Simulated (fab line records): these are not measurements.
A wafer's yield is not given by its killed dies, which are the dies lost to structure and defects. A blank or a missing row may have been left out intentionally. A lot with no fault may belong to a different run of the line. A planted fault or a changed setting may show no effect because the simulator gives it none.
fab line records || flow n5_finfet
record {"lots": 4, "wafers": 12, "last_day": 18}
route steps=1938 shown WELL_APT@21 PMOS_HMC_CHANNEL_EPI@57 BEOL_M4@1111 PASSIVATION@1936
lots that met no fault: taken from a fault-free run of the same line
start_h: hours from the record's opening day to when the first of the lot's shown wafers began || wait_h: hours since the lot's step before || " same as the row above || L1.1+2: a row that stands for several wafers || - value missing, or start not given || * or withheld: withheld || < > ~ a bound
route shown NAME@n: a module of which the file shows steps, and the number in the route of the first || usual: average and standard deviation across the fault-free wafers || same: alike in all rows || chamber/n: place in a boat || sites: the reading at each site || _std_site: the values' standard deviation || _edge_site: the outer-site mean with the inner-site mean subtracted || radius_mm: how far each site lies from the wafer's centre || mask NAME#n: copy n || behind: the last tool/chamber to shape the wafer || hold: why the lot was held/for how many hours/how that ended || device: the n, p or np transistor that did not switch || end of line: the same wafers' tests at the end of the route || for a step that has no rows: nothing shown but its recipe || killed: at the first sort, the dies lost to defects and structure; wafer yield is something else || map: dies across one wafer; x = killed, . = not, _ = none there
set.NAME: the setting that was run; set.NAME@STEP: the one run at that earlier step || model.NAME: the simulator's own value behind a step, which no gauge read
lots at some steps of the route; a table a step, a row a wafer
## steps
# step N5_WELL_APT_COAT_02
# recipe {"spin_rpm": 1357, "resist_thk_nm": 950}
# step N5_WELL_APT_EBR_04
# recipe {"solvent": "PGMEA", "ebr_width_mm": 1.5}
# step N5_WELL_APT_SOFTBAKE_03
# recipe {"temp_c": 130, "time_s": 60}
# step N5_WELL_APT_EXPOSE_05
# recipe {"mask_id": "NWELL", "na": 0.8, "source_shape": "conventional", "sigma_outer": 0.8, "polarization": "unpolarized", "defocus_nm": 0, "target_cd_nm": 200, "dose_mj": 20.3}
# step N5_WELL_APT_PEB_06
# recipe {"peb_temp_c": 130, "peb_time_s": 90}
# step N5_WELL_APT_DEVELOP_07
# recipe {"develop_time_s": 45, "rinse_liquid": "surfactant_rinse", "dry": "air_spin", "dev_temp_c": 21}
# step N5_WELL_APT_HARDBAKE_12
# recipe {"temp_c": 130, "time_s": 120}
# step N5_WELL_APT_DESCUM_13
# recipe {"chemistry": "O2", "time_s": 7.9, "source_power_w": 50, "bias_power_w": 20, "pressure_mtorr": 20, "rf_frequency_hz": 2.712e+07, "temp_c": 40, "o2_flow_sccm": 225}
# step N5_WELL_APT_IMPLANT_14
# recipe {"species": "P", "energy_kev": 160, "dose_cm2": 1.5e+13, "tilt_deg": 0, "rotation_deg": 0}
# step N5_WELL_APT_IMPLANT_15
# recipe {"species": "As", "energy_kev": 25, "dose_cm2": 1.5e+13, "tilt_deg": 0, "rotation_deg": 0}
# usual {"beam_on_s": "9.98/0.2"}
{"lot.wafer": "L991.1", "tool": "implanter-01", "chamber": 0, "start_h": 50.08, "wait_h": 0.1, "beam_on_s": 9.84, "model.implant.rp_nm": 18.29, "model.implant.drp_nm": 8.457}
{"lot.wafer": "L991.2", "tool": "implanter-01", "chamber": 0, "start_h": 50.08, "wait_h": 0.1, "beam_on_s": 9.79, "model.implant.rp_nm": 18.29, "model.implant.drp_nm": 8.457}
{"lot.wafer": "L991.6", "tool": "implanter-01", "chamber": 0, "start_h": 50.08, "wait_h": 0.1, "beam_on_s": 10.16, "model.implant.rp_nm": 18.29, "model.implant.drp_nm": 8.457}
{"lot.wafer": "L104.1", "tool": "implanter-02", "chamber": 0, "start_h": 129.08, "wait_h": 0.1, "beam_on_s": 9.80, "model.implant.rp_nm": 18.9, "model.implant.drp_nm": 8.457}
{"lot.wafer": "L104.5", "tool": "implanter-02", "chamber": 0, "start_h": 129.08, "wait_h": 0.1, "beam_on_s": 9.71, "model.implant.rp_nm": 18.9, "model.implant.drp_nm": 8.457}
{"lot.wafer": "L104.6", "tool": "implanter-02", "chamber": 0, "start_h": 129.08, "wait_h": 0.1, "beam_on_s": 10.15, "model.implant.rp_nm": 18.9, "model.implant.drp_nm": 8.457}
{"lot.wafer": "L107.1", "tool": "implanter-01", "chamber": 0, "start_h": 146.09, "wait_h": 0.1, "beam_on_s": 10.20, "model.implant.rp_nm": 34.38, "model.implant.drp_nm": 14.87}
{"lot.wafer": "L107.4", "tool": "implanter-01", "chamber": 0, "start_h": 146.09, "wait_h": 0.1, "beam_on_s": 10.01, "model.implant.rp_nm": 34.38, "model.implant.drp_nm": 14.87}
{"lot.wafer": "L107.6", "tool": "implanter-01", "chamber": 0, "start_h": 146.09, "wait_h": 0.1, "beam_on_s": 9.61, "model.implant.rp_nm": 34.38, "model.implant.drp_nm": 14.87}
{"lot.wafer": "L108.2", "tool": "implanter-02", "chamber": 0, "start_h": 152.09, "wait_h": 0.1, "beam_on_s": 10.19, "model.implant.rp_nm": 32.31, "model.implant.drp_nm": 14.87}
{"lot.wafer": "L108.3", "tool": "implanter-02", "chamber": 0, "start_h": 152.09, "wait_h": 0.1, "beam_on_s": 9.80, "model.implant.rp_nm": 32.31, "model.implant.drp_nm": 14.87}
{"lot.wafer": "L108.6", "tool": "implanter-02", "chamber": 0, "start_h": 152.09, "wait_h": 0.1, "beam_on_s": 10.19, "model.implant.rp_nm": 32.31, "model.implant.drp_nm": 14.87}
# step N5_WELL_APT_STRIP_16
# recipe {"chemistry": "SPM", "time_s": 900, "temp_c": 130, "h2so4_h2o2_vol_ratio": 4, "dry": "ipa_marangoni"}
# step N5_WELL_APT_HMDS_18
# recipe {"time_s": 60, "temp_c": 120}
# step N5_WELL_APT_COAT_19
# recipe {"spin_rpm": 1357, "resist_thk_nm": 950}
# step N5_WELL_APT_EBR_21
# recipe {"solvent": "PGMEA", "ebr_width_mm": 1.5}
# step N5_WELL_APT_SOFTBAKE_20
# recipe {"temp_c": 130, "time_s": 60}
# step N5_WELL_APT_EXPOSE_22
# recipe {"mask_id": "PWELL", "na": 0.8, "source_shape": "conventional", "sigma_outer": 0.8, "polarization": "unpolarized", "defocus_nm": 0, "target_cd_nm": 200, "dose_mj": 23.2}
# step N5_WELL_APT_PEB_23
# recipe {"peb_temp_c": 130, "peb_time_s": 90}
# step N5_WELL_APT_DEVELOP_24
# recipe {"develop_time_s": 45, "rinse_liquid": "surfactant_rinse", "dry": "air_spin", "dev_temp_c": 21}
# step N5_WELL_APT_HARDBAKE_29
# recipe {"temp_c": 130, "time_s": 120}
# step N5_WELL_APT_DESCUM_30
# recipe {"chemistry": "O2", "time_s": 7.9, "source_power_w": 50, "bias_power_w": 20, "pressure_mtorr": 20, "rf_frequency_hz": 2.712e+07, "temp_c": 40, "o2_flow_sccm": 225}
# step N5_WELL_APT_IMPLANT_31
# recipe {"species": "B", "energy_kev": 60, "dose_cm2": 1.5e+13, "tilt_deg": 0, "rotation_deg": 0}
# step N5_WELL_APT_IMPLANT_32
# recipe {"species": "BF2", "energy_kev": 50, "dose_cm2": 2e+13, "tilt_deg": 0, "rotation_deg": 0}
# step N5_WELL_APT_STRIP_33
# recipe {"chemistry": "SPM", "time_s": 900, "temp_c": 130, "h2so4_h2o2_vol_ratio": 4, "dry": "ipa_marangoni"}
# step N5_WELL_APT_RTA_34
# recipe {"temp_c": 1000, "time_s": 10, "ambient": "N2", "idle_temp_c": 600, "ramp_up_c_per_s": 150, "ramp_down_c_per_s": 60, "cool_to_c": 600}
# step N5_WELL_APT_OXIDE_STRIP_42
# recipe {"chemistry": "dHF", "dilution": "25:1", "time_s": 45, "temp_c": 25, "target": "SiO2", "target_depth_a": 120}
# step N5_WELL_APT_PRECLEAN_36
# recipe {"chemistry": "O3/DIW", "time_s": 45, "temp_c": 22, "o3_ppm": 10}
# step N5_WELL_APT_PRECLEAN_39
# recipe {"chemistry": "dHF", "time_s": 60, "dilution": "150:1", "temp_c": 25}
# step N5_WELL_APT_SRD_37
# recipe {"dry": "ipa_marangoni", "do_ppb": 5, "time_s": 30, "temp_c": 23, "rinse_liquid": "diw"}
# step N5_WELL_APT_EPI_41
# recipe {"material": "Si", "target_thk_a": 500, "temp_c": 650, "precursor": "SiH4/H2", "pressure_torr": 20, "time_s": 297.7}
# step N5_PMOS_HMC_CHANNEL_EPI_HM_DEP_34
# recipe {"material": "SiO2", "target_thk_a": 360, "temp_c": 400, "precursor": "TEOS/O2", "pressure_torr": 6.5, "rf_w": 900, "teos_flow_sccm": 161.4, "gas": "O2", "flow_sccm": 2650, "time_s": 6.9}
# step N5_PMOS_HMC_CHANNEL_EPI_COAT_31
# recipe {"resist": "BARC", "temp_c": 205, "time_s": 60, "spin_rpm": 1500, "resist_thk_nm": 66}
# step N5_PMOS_HMC_CHANNEL_EPI_COAT_03
# recipe {"resist": "CAR-ArF-block", "spin_rpm": 1500, "resist_thk_nm": 205}
# step N5_PMOS_HMC_CHANNEL_EPI_EBR_05
# recipe {"solvent": "PGMEA", "ebr_width_mm": 1.5}
# step N5_PMOS_HMC_CHANNEL_EPI_SOFTBAKE_04
# recipe {"temp_c": 110, "time_s": 60, "resist": "CAR-ArF-block"}
# step N5_PMOS_HMC_CHANNEL_EPI_EXPOSE_06
# recipe {"mask_id": "PMOS_HMC_BLK", "na": 1.35, "source_shape": "conventional", "sigma_outer": 0.8, "polarization": "unpolarized", "target_cd_nm": 240, "dose_mj": 41}
# step N5_BEOL_M4_RC_MEAS_101
# usual {"CJ_P": "5.83/0.2", "DIBL_N": "36.5/2", "DIBL_P": "36.5/2.3", "IOFF_N": "0.16/0.036", "IOFF_P": "0.21/0.037", "ION_N": "672/12", "ION_P": "459/7.1", "RS_NWELL": "1037/6.7", "SS_N": "71.6/0.73", "SS_P": "73.4/0.76", "VT_N": "250/3.3", "VT_P": "-250.5/2.9"}
{"lot.wafer": "L991.1", "tool": "prober-02", "chamber": 0, "start_h": 201.65, "wait_h": 0.0, "CJ_P": 5.60, "DIBL_N[mV/V]": 36.4, "DIBL_P[mV/V]": 34.9, "IOFF_N[nA/um]": 0.16, "IOFF_P[nA/um]": 0.21, "ION_N[uA/um]": 673, "ION_P[uA/um]": 462, "RS_NWELL[ohm/sq]": 1038, "SS_N[mV/dec]": 71.0, "SS_P[mV/dec]": 73.2, "VT_N[mV]": 248, "VT_P[mV]": -249.7}
{"lot.wafer": "L991.2", "tool": "prober-02", "chamber": 0, "start_h": 201.65, "wait_h": 0.0, "CJ_P": 5.87, "DIBL_N[mV/V]": 36.3, "DIBL_P[mV/V]": 34.2, "IOFF_N[nA/um]": 0.18, "IOFF_P[nA/um]": 0.21, "ION_N[uA/um]": 690, "ION_P[uA/um]": 467, "RS_NWELL[ohm/sq]": 1040, "SS_N[mV/dec]": 71.5, "SS_P[mV/dec]": 72.9, "VT_N[mV]": 245, "VT_P[mV]": -250.3}
{"lot.wafer": "L991.6", "tool": "prober-02", "chamber": 0, "start_h": 201.65, "wait_h": 0.0, "CJ_P": 5.69, "DIBL_N[mV/V]": 38.9, "DIBL_P[mV/V]": 37.4, "IOFF_N[nA/um]": 0.23, "IOFF_P[nA/um]": 0.27, "ION_N[uA/um]": 687, "ION_P[uA/um]": 466, "RS_NWELL[ohm/sq]": 1033, "SS_N[mV/dec]": 72.2, "SS_P[mV/dec]": 74.3, "VT_N[mV]": 245, "VT_P[mV]": -246.5}
{"lot.wafer": "L104.1", "tool": "prober-02", "chamber": 0, "start_h": 296.59, "wait_h": 0.0, "CJ_P": 6.15, "DIBL_N[mV/V]": 35.8, "DIBL_P[mV/V]": 37.0, "IOFF_N[nA/um]": 0.17, "IOFF_P[nA/um]": 0.20, "ION_N[uA/um]": 682, "ION_P[uA/um]": 463, "RS_NWELL[ohm/sq]": 1033, "SS_N[mV/dec]": 71.3, "SS_P[mV/dec]": 73.9, "VT_N[mV]": 250, "VT_P[mV]": -251.0}
{"lot.wafer": "L104.5", "tool": "prober-02", "chamber": 0, "start_h": 296.59, "wait_h": 0.0, "CJ_P": 5.68, "DIBL_N[mV/V]": 35.6, "DIBL_P[mV/V]": 37.3, "IOFF_N[nA/um]": 0.17, "IOFF_P[nA/um]": 0.21, "ION_N[uA/um]": 678, "ION_P[uA/um]": 469, "RS_NWELL[ohm/sq]": 1041, "SS_N[mV/dec]": 71.5, "SS_P[mV/dec]": 73.3, "VT_N[mV]": 248, "VT_P[mV]": -248.7}
{"lot.wafer": "L104.6", "tool": "prober-02", "chamber": 0, "start_h": 296.59, "wait_h": 0.0, "CJ_P": 6.07, "DIBL_N[mV/V]": 33.9, "DIBL_P[mV/V]": 34.6, "IOFF_N[nA/um]": 0.13, "IOFF_P[nA/um]": 0.17, "ION_N[uA/um]": 667, "ION_P[uA/um]": 456, "RS_NWELL[ohm/sq]": 1042, "SS_N[mV/dec]": 71.1, "SS_P[mV/dec]": 73.0, "VT_N[mV]": 252, "VT_P[mV]": -255.2}
{"lot.wafer": "L107.1", "tool": "prober-01", "chamber": 0, "start_h": 309.25, "wait_h": 0.0, "CJ_P": 4.07, "DIBL_N[mV/V]": 37.3, "DIBL_P[mV/V]": 40.7, "IOFF_N[nA/um]": 0.21, "IOFF_P[nA/um]": 0.31, "ION_N[uA/um]": 689, "ION_P[uA/um]": 473, "RS_NWELL[ohm/sq]": 1019, "SS_N[mV/dec]": 71.6, "SS_P[mV/dec]": 75.2, "VT_N[mV]": 245, "VT_P[mV]": -243.4}
{"lot.wafer": "L107.4", "tool": "prober-01", "chamber": 0, "start_h": 309.25, "wait_h": 0.0, "CJ_P": 4.07, "DIBL_N[mV/V]": 38.8, "DIBL_P[mV/V]": 41.3, "IOFF_N[nA/um]": 0.26, "IOFF_P[nA/um]": 0.36, "ION_N[uA/um]": 668, "ION_P[uA/um]": 464, "RS_NWELL[ohm/sq]": 1013, "SS_N[mV/dec]": 73.0, "SS_P[mV/dec]": 76.0, "VT_N[mV]": 246, "VT_P[mV]": -245.2}
{"lot.wafer": "L107.6", "tool": "prober-01", "chamber": 0, "start_h": 309.25, "wait_h": 0.0, "CJ_P": 3.95, "DIBL_N[mV/V]": 36.9, "DIBL_P[mV/V]": 39.6, "IOFF_N[nA/um]": 0.20, "IOFF_P[nA/um]": 0.32, "ION_N[uA/um]": 683, "ION_P[uA/um]": 469, "RS_NWELL[ohm/sq]": 1017, "SS_N[mV/dec]": 71.9, "SS_P[mV/dec]": 74.5, "VT_N[mV]": 247, "VT_P[mV]": -246.0}
{"lot.wafer": "L108.2", "tool": "prober-01", "chamber": 0, "start_h": 332.22, "wait_h": 0.2, "CJ_P": 3.90, "DIBL_N[mV/V]": 41.1, "DIBL_P[mV/V]": 43.5, "IOFF_N[nA/um]": 0.27, "IOFF_P[nA/um]": 0.27, "ION_N[uA/um]": 704, "ION_P[uA/um]": 464, "RS_NWELL[ohm/sq]": 1022, "SS_N[mV/dec]": 72.7, "SS_P[mV/dec]": 75.2, "VT_N[mV]": 245, "VT_P[mV]": -251.3}
{"lot.wafer": "L108.3", "tool": "prober-01", "chamber": 0, "start_h": 332.22, "wait_h": 0.2, "CJ_P": 4.03, "DIBL_N[mV/V]": 35.5, "DIBL_P[mV/V]": 39.1, "IOFF_N[nA/um]": 0.14, "IOFF_P[nA/um]": 0.22, "ION_N[uA/um]": 664, "ION_P[uA/um]": 458, "RS_NWELL[ohm/sq]": 1017, "SS_N[mV/dec]": 71.2, "SS_P[mV/dec]": 74.6, "VT_N[mV]": 253, "VT_P[mV]": -252.1}
{"lot.wafer": "L108.6", "tool": "prober-01", "chamber": 0, "start_h": 332.22, "wait_h": 0.2, "CJ_P": 4.11, "DIBL_N[mV/V]": 36.7, "DIBL_P[mV/V]": 39.2, "IOFF_N[nA/um]": 0.16, "IOFF_P[nA/um]": 0.21, "ION_N[uA/um]": 677, "ION_P[uA/um]": 458, "RS_NWELL[ohm/sq]": 1032, "SS_N[mV/dec]": 71.6, "SS_P[mV/dec]": 75.0, "VT_N[mV]": 251, "VT_P[mV]": -253.4}
# step N5_PASSIVATION_PROBE_49
# usual {"defect_limited_yield": "91.4/1.4", "killed_at_M0_to_M3": "33/11", "killed_at_M4_up": "13/5.3", "killed_at_contacts": "13/6.1", "killed_at_front_end": "40/11", "killed_at_other": "2.9/2.7", "killed_dies": "102/17", "killed_open": "68/13", "killed_short": "32/7.5", "sort_bin_4_leakage": "0.00/0.022", "sort_bin_5_function": "5.1/0.98", "sort_bin_6_memory": "3.2/0.69", "sort_n_pass": "1077/21", "sort_yield_pct": "91.3/1.7"}
# same {"gross_dies": 1180, "killed_at_back_side": 0, "sort_bin_8_speed[%]": 0}
{"lot.wafer": "L991.1", "tool": "prober-02", "chamber": "-", "start_h": 320.44, "wait_h": 0.0, "defect_limited_yield[%]": 90.6, "killed_at_M0_to_M3": 32, "killed_at_M4_up": 26, "killed_at_contacts": 17, "killed_at_front_end": 32, "killed_at_other": 4, "killed_dies": 111, "killed_open": 86, "killed_short": 25, "sort_bin_4_leakage[%]": 0, "sort_bin_5_function[%]": 5.9, "sort_bin_6_memory[%]": 3.4, "sort_n_pass": 1069, "sort_yield_pct[%]": 90.6}
{"lot.wafer": "L991.2", "tool": "prober-02", "chamber": "-", "start_h": 320.49, "wait_h": 0.1, "defect_limited_yield[%]": 91.6, "killed_at_M0_to_M3": 44, "killed_at_M4_up": 15, "killed_at_contacts": 18, "killed_at_front_end": 21, "killed_at_other": 1, "killed_dies": 99, "killed_open": 61, "killed_short": 37, "sort_bin_4_leakage[%]": 0, "sort_bin_5_function[%]": 5.6, "sort_bin_6_memory[%]": 2.4, "sort_n_pass": 1081, "sort_yield_pct[%]": 91.6}
{"lot.wafer": "L991.6", "tool": "prober-02", "chamber": "-", "start_h": 320.69, "wait_h": 0.3, "defect_limited_yield[%]": 92.8, "killed_at_M0_to_M3": 21, "killed_at_M4_up": 18, "killed_at_contacts": 16, "killed_at_front_end": 29, "killed_at_other": 1, "killed_dies": 85, "killed_open": 56, "killed_short": 28, "sort_bin_4_leakage[%]": 0, "sort_bin_5_function[%]": 4.4, "sort_bin_6_memory[%]": 2.5, "sort_n_pass": 1095, "sort_yield_pct[%]": 92.8}
{"lot.wafer": "L104.1", "tool": "prober-01", "chamber": "-", "start_h": 414.89, "wait_h": 0.0, "defect_limited_yield[%]": 90.0, "killed_at_M0_to_M3": 63, "killed_at_M4_up": 11, "killed_at_contacts": 9, "killed_at_front_end": 31, "killed_at_other": 4, "killed_dies": 118, "killed_open": 78, "killed_short": 39, "sort_bin_4_leakage[%]": 0, "sort_bin_5_function[%]": 6.6, "sort_bin_6_memory[%]": 3.1, "sort_n_pass": 1062, "sort_yield_pct[%]": 90.0}
{"lot.wafer": "L104.5", "tool": "prober-01", "chamber": "-", "start_h": 415.09, "wait_h": 0.2, "defect_limited_yield[%]": 91.7, "killed_at_M0_to_M3": 29, "killed_at_M4_up": 16, "killed_at_contacts": 5, "killed_at_front_end": 47, "killed_at_other": 1, "killed_dies": 98, "killed_open": 66, "killed_short": 31, "sort_bin_4_leakage[%]": 0, "sort_bin_5_function[%]": 4.7, "sort_bin_6_memory[%]": 3.6, "sort_n_pass": 1082, "sort_yield_pct[%]": 91.7}
{"lot.wafer": "L104.6", "tool": "prober-01", "chamber": "-", "start_h": 415.14, "wait_h": 0.3, "defect_limited_yield[%]": 94.4, "killed_at_M0_to_M3": 15, "killed_at_M4_up": 12, "killed_at_contacts": 10, "killed_at_front_end": 28, "killed_at_other": 1, "killed_dies": 66, "killed_open": 43, "killed_short": 22, "sort_bin_4_leakage[%]": 0, "sort_bin_5_function[%]": 3.9, "sort_bin_6_memory[%]": 1.4, "sort_n_pass": 1114, "sort_yield_pct[%]": 94.4}
# killed by level:class
L991.1 BEOL_M4:geometric_particle:open=18 BEOL_M0_SAQP:geometric_particle:open=13 MOL_CONTACT_COAG:geometric_particle:open=12 STI_FIN_REVEAL:geometric_particle:open=9 BEOL_M1:geometric_particle:open=7 BEOL_M3:geometric_particle:open=6 MOL_CONTACT_COAG:geometric_particle:short=5 FIN_SAQP:geometric_particle:open=4
L991.2 MOL_CONTACT_COAG:geometric_particle:open=16 BEOL_M0_SAQP:geometric_particle:short=12 GATE_CUT:geometric_particle:short=8 BEOL_M0_SAQP:geometric_particle:open=8 BEOL_M4:geometric_particle:open=7 BEOL_M3:geometric_particle:open=5 BEOL_M2:geometric_particle:open=5 BEOL_M5:geometric_particle:open=5
L991.6 MOL_CONTACT_COAG:geometric_particle:open=15 BEOL_M4:geometric_particle:short=7 BEOL_M1:geometric_particle:open=6 BEOL_M4:geometric_particle:open=6 GATE_CUT:geometric_particle:short=5 BEOL_M5:geometric_particle:open=5 FIN_SAQP:geometric_particle:short=4 STI_FIN_REVEAL:geometric_particle:open=4
L104.1 BEOL_M0_SAQP:geometric_particle:open=15 BEOL_M1:geometric_particle:open=14 BEOL_M2:geometric_particle:open=13 BEOL_M0_SAQP:geometric_particle:short=11 MOL_CONTACT_COAG:geometric_particle:open=7 FIN_SAQP:geometric_particle:open=6 FIN_SAQP:geometric_particle:short=5 GATE_CUT:geometric_particle:short=5
L104.5 FIN_SAQP:geometric_particle:open=22 BEOL_M4:geometric_particle:open=10 BEOL_M0_SAQP:geometric_particle:short=9 BEOL_M0_SAQP:geometric_particle:open=7 GATE_CUT:geometric_particle:open=6 FIN_SAQP:geometric_particle:short=4 MOL_CONTACT_COAG:geometric_particle:open=4 STARTING-WAFER:geometric_particle:short=4
L104.6 MOL_CONTACT_COAG:geometric_particle:open=10 FIN_SAQP:geometric_particle:open=5 STI_FIN_REVEAL:geometric_particle:open=5 BEOL_M2:geometric_particle:open=4 STI_FIN_REVEAL:geometric_particle:short=3 ILD0:geometric_particle:short=3 GATE_CUT:geometric_particle:short=3 BEOL_M0_SAQP:geometric_particle:short=3
## key
first_sign {"step": "N5_BEOL_M4_RC_MEAS_101", "reading": "CJ_P", "direction": "down", "sigmas": 9, "usual": 5.83, "struck": 4.02}
effect {"step": "N5_BEOL_M4_RC_MEAS_101", "reading": "RS_NWELL", "direction": "down", "sigmas": 2.5, "usual": 1037, "struck": 1020}
effect {"step": "N5_BEOL_M4_RC_MEAS_101", "reading": "SS_P", "direction": "up", "sigmas": 2.3, "usual": 73.4, "struck": 75.1}
effect {"step": "N5_BEOL_M4_RC_MEAS_101", "reading": "IOFF_P", "direction": "up", "sigmas": 1.9, "usual": 0.21, "struck": 0.28, "wafers_moved": 3}
model_effect {"step": "N5_WELL_APT_IMPLANT_15", "value": "implant.rp_nm", "without": 19.21, "struck": 33.35}
met_at N5_WELL_APT_IMPLANT_15
struck_wafers L107.1,L107.4,L107.6,L108.2,L108.3,L108.6
onset_between 129.08 146.09
also_fits time
fault {"kind": "wrong_recipe_download", "tool": "implanter-01,implanter-02", "chamber": "-", "onset_h": 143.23, "steps": "N5_WELL_APT_IMPLANT_15", "wrong_recipe.not_listed": 1}
